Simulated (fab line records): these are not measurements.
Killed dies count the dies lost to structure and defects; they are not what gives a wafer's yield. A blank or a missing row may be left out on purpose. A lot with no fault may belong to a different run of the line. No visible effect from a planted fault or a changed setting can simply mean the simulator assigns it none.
Chamber matching    flow nandHarc    NHARC_P_M0_DESCUM_14 on rieDiel-08 has 4 sister chambers
The step chemistry O2, time 3 s. 4 wafers are shown with their chamber, then 9 later ones without.

EACH WAFER AND ITS CHAMBER
wafer   chamber  showerheadPlenumPTorr (Torr)
L463.4  0        1.87
L465.1  3        1.86
L465.2  2        1.89
L465.4  1        1.87

WAFERS WITHOUT THEIR CHAMBER
wafer   showerheadPlenumPTorr (Torr)
L466.1  1.89
L466.2  1.86
L466.5  1.86
L473.2  1.85
L473.3  1.87
L473.4  1.89
L475.1  1.85
L475.3  1.87
L475.6  1.86

THE CHAMBER EACH PASSED THROUGH
wafer    from the rows above       in truth
L466.1   2                         2
L466.2   3                         3
L466.5   3                         3
L473.2   3                         3
L473.3   can't be placed: 0 or 1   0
L473.4   2                         2
L475.1   3                         3
L475.3   can't be placed: 0 or 1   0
L475.6   3                         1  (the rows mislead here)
6 of 9 placed correctly. These rows do not allow placing 2 (true chamber among the candidates in 2). 1 placed wrongly.
How it was worked out, from the rows above alone: a wafer's distance from a chamber is the root of the sum, over the readings, of the square of ((its reading less the chamber's mean) divided by the reading's scatter). The wafer belongs to the nearest chamber; if the next one is less than 2 further off, it can't be placed. Each chamber's mean is taken over the wafers shown for it. The scatter: root of mean squared gap, hidden wafer to nearest shown wafer, with one shown wafer a chamber.
